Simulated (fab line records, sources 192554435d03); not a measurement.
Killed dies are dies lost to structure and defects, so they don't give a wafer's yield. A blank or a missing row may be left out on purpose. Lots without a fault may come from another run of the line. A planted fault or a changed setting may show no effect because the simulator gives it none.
A struck lot beside a sound one | flow n5_finfet | 23 steps out of a route of 1938
Sound: wafers L502.2, L502.5, L502.6. Struck: wafers L513.1, L513.3, L513.5. The cause comes at the end.
At each step with rows: each side's tool, then ch and its chambers, then its first start. Under that, the readings that differ: sound wafers | struck wafers | difference of the means | sigmas: that difference in standard deviations of wafers without a fault.
alike: readings whose means differ by less than 2 such deviations, and words and numbers that are the same on both sides. not compared: withheld readings, readings that some wafer has no value for, bounds like >300 that may hide the same value, and numbers for which the record gives no deviation and whose values overlap.
The two part at a step that has a row with sigmas, a row that says differs or no value, or rows on one side only. Numbers that don't overlap but have no deviation are shown without sigmas and don't part them. A reading that every wafer of one side lacks parts them only if that side has two wafers or more.

first, 11 steps without rows for these wafers: N5_WELL_APT_DESCUM_30 (chemistry O2, time 7.9 s); N5_WELL_APT_IMPLANT_31; N5_WELL_APT_IMPLANT_32; N5_WELL_APT_STRIP_33 (strips in SPM, time 900 s); N5_WELL_APT_RTA_34 (time 10 s); N5_WELL_APT_OXIDE_STRIP_42 (strips SiO2 in dHF, time 45 s, target depth 12 nm); N5_WELL_APT_PRECLEAN_36 (cleans in O3/DIW, time 45 s); N5_WELL_APT_PRECLEAN_39 (cleans in dHF, time 60 s); N5_WELL_APT_SRD_37 (time 30 s); N5_WELL_APT_EPI_41 (deposits Si from SiH4/H2, target thk 50 nm, time 297.7 s); N5_PMOS_HMC_CHANNEL_EPI_HM_DEP_34 (deposits SiO2 from TEOS/O2, target thk 36 nm, time 6.9 s).
N5_PMOS_HMC_CHANNEL_EPI_COAT_31: time 60 s, resist thk 66 nm.
  sound on litho_track-02 ch 0, day 3 17:02; struck on litho_track-02 ch 0, day 6 11:27
  reading                                                | sound                | struck               | difference | sigmas
  spin_speed_rpm (rpm)                                   | 1500.6 1500.4 1500.9 | 1535.8 1535.1 1535.3 | +34.8      | +35
  model.BARC_of_PMOS_HMC_CHANNEL_EPI_COAT_31.thk_nm (nm) | 66.1 66.11 66.24     | 65.02 65.1 65.25     | -1.03      |
then, 7 steps without rows for these wafers: N5_PMOS_HMC_CHANNEL_EPI_COAT_03 (resist thk 205 nm); N5_PMOS_HMC_CHANNEL_EPI_EBR_05; N5_PMOS_HMC_CHANNEL_EPI_SOFTBAKE_04 (time 60 s); N5_PMOS_HMC_CHANNEL_EPI_EXPOSE_06 (exposes mask PMOS HMC BLK, target cd 240 nm); N5_PMOS_HMC_CHANNEL_EPI_PEB_07 (peb time 60 s); N5_PMOS_HMC_CHANNEL_EPI_DEVELOP_08 (develop time 30 s); N5_PMOS_HMC_CHANNEL_EPI_DESCUM_14 (chemistry O2, time 7.9 s).
N5_PMOS_HMC_CHANNEL_EPI_ETCH_32: etches BARC in N2/H2, stops on SiO2, target depth 85.8 nm, time 50.3 s.
  sound on rie_diel-01 ch 2,3, day 3 17:31; struck on rie_diel-06 ch 2,3, day 6 11:55
  reading                  | sound            | struck           | difference | sigmas
  model.etch.depth_nm (nm) | 66.1 66.11 66.24 | 65.02 65.1 65.25 | -1.03      |
  alike: drypump_motor_current_A, h2_flow_sccm, n2_flow_sccm, oes_product_au, rf_vpp_V, showerhead_plenum_p_Torr, throttle_valve_pct
  not compared: rf_hours_counter_h
then, 1 step without rows for these wafers: N5_PMOS_HMC_CHANNEL_EPI_HM_OPEN_15 (chemistry CHF3/O2, target SiO2, target depth 40.6 nm, time 20.3 s).
-- the record jumps here: 8 days lie between the struck wafers' starts before and after (it left off in module PMOS_HMC_CHANNEL_EPI and takes up again in module BEOL_M4, whose first step shown is number 1111 of the route) --
N5_BEOL_M4_RC_MEAS_101:
  sound on prober-02 ch 0, day 11 23:04; struck on prober-01 ch 0, day 14 01:12
  alike: DIBL_N, DIBL_P, IOFF_N, IOFF_P, ION_N, ION_P, SS_N, SS_P, VT_N, VT_P
-- the record jumps here: 5 days lie between the struck wafers' starts before and after (it left off in module BEOL_M4 and takes up again in module PASSIVATION, whose first step shown is number 1936 of the route) --
N5_PASSIVATION_PROBE_49:
  sound on prober-01, day 16 23:56; struck on prober-02, day 18 18:18
  reading             | sound    | struck   | difference | sigmas
  killed_at_front_end | 28 32 42 | 60 51 67 | +25        | +2
  alike: defect_limited_yield, killed_at_M0_to_M3, killed_at_M4_up, killed_at_contacts, killed_at_other, killed_dies, killed_open, killed_short, sort_bin_5_function, sort_bin_6_memory, sort_n_pass, sort_yield_pct

WHERE THEY PART
First at N5_PMOS_HMC_CHANNEL_EPI_COAT_31; last, within this record, at N5_PASSIVATION_PROBE_49.

WHY: what the simulator had put in
Process parameter drift: litho_track-02, from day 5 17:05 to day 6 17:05, at N5_PMOS_HMC_CHANNEL_EPI_COAT_31. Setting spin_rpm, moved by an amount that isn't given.
